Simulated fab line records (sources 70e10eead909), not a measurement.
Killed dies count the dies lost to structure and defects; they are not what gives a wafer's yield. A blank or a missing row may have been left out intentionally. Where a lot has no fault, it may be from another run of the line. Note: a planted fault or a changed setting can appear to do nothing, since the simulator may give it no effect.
Matching of chambers | flow nand harc | NHARC_A_ONON_D1_DEP_33 on pecvd-04 has 3 sister chambers
The step deposits SiO2, target thk 200 nm. 5 wafers are shown with their chamber, then 7 later ones without.

== WAFERS PAIRED WITH THEIR CHAMBERS ==
wafer  | chamber | heater power w (W) | throttle valve pct (%)
L086.5 | 0       | 637                | 16.2
L087.2 | 1       | 505                | 16.6
L087.5 | 1       | 508                | 16.9
L089.3 | 2       | 462                | 15.8
L089.5 | 2       | 460                | 15.6

== WAFERS WITHOUT THEIR CHAMBER ==
wafer  | heater power w (W) | throttle valve pct (%)
L089.6 | 474                | 16.6
L092.3 | 624                | 16.9
L092.5 | 645                | 16.6
L092.6 | 452                | 16.8
L095.1 | 470                | 15.8
L095.3 | 457                | 16.9
L095.5 | 472                | 16.7

== WHICH CHAMBER EACH ONE RAN IN ==
wafer  | from the rows above | in truth
L089.6 | 2                   | 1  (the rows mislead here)
L092.3 | 0                   | 0
L092.5 | 0                   | 0
L092.6 | 2                   | 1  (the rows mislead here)
L095.1 | 2                   | 2
L095.3 | 2                   | 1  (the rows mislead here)
L095.5 | 2                   | 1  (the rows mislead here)
Correct placement for 3 of the 7. Number that these rows cannot place: 0. Number placed wrongly: 4.
How it was worked out, from the rows above alone: a wafer's distance from a chamber is the root of the sum, over the readings, of the square of ((its reading less the chamber's mean) divided by the reading's scatter). The wafer belongs to the nearest chamber; if the next one is less than 2 further off, it can't be placed. For every chamber, the mean is computed from those of its wafers that are shown. The scatter: the root of (the sum of the squares of (reading less its chamber's mean) over the shown wafers, divided by (wafers less chambers)).
